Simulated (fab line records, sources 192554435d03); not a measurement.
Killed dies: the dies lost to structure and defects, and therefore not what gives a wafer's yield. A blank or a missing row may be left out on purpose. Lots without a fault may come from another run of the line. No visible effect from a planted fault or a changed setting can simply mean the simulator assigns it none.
Matching of chambers + flow n5-finfet + uv-cure-01 running N5_BEOL_M5_CURE_80: 3 sister chambers
The step cures SiCOH lowk, time 120 s. 3 wafers are shown with their chamber, then 7 later ones without.

## WAFERS, EACH WITH ITS CHAMBER
| wafer  | chamber | wafer_temp_C_max |
|--------|---------|------------------|
| L085.3 | 0       | 373.0            |
| L086.6 | 2       | 371.9            |
| L087.4 | 1       | 372.4            |

## WAFERS WITH NO CHAMBER GIVEN
| wafer  | wafer_temp_C_max |
|--------|------------------|
| L087.5 | 372.0            |
| L090.3 | 371.9            |
| L090.4 | 371.6            |
| L090.5 | 373.1            |
| L092.1 | 372.7            |
| L092.2 | 371.9            |
| L092.5 | 372.3            |

## WHICH CHAMBER EACH ONE RAN IN
| wafer  | from the rows above     | in truth                   |
|--------|-------------------------|----------------------------|
| L087.5 | can't be placed: 2 or 1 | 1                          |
| L090.3 | 2                       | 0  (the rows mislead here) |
| L090.4 | 2                       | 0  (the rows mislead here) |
| L090.5 | 0                       | 0                          |
| L092.1 | can't be placed: 0 or 1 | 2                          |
| L092.2 | 2                       | 2                          |
| L092.5 | can't be placed: 1 or 2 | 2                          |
Correct placement for 2 of the 7. These rows do not allow placing 3 (true chamber among the candidates in 2). 2 placed wrongly.
How it was worked out, from the rows above alone: a wafer's distance from a chamber is the root of the sum, over the readings, of the square of ((its reading less the chamber's mean) divided by the reading's scatter). If the next closest chamber is less than 2 further off than the closest, the wafer can't be placed; otherwise it belongs to the closest. The mean given for a chamber averages the wafers shown for that chamber. The scatter: root of mean squared gap, hidden wafer to nearest shown wafer, with one shown wafer a chamber.
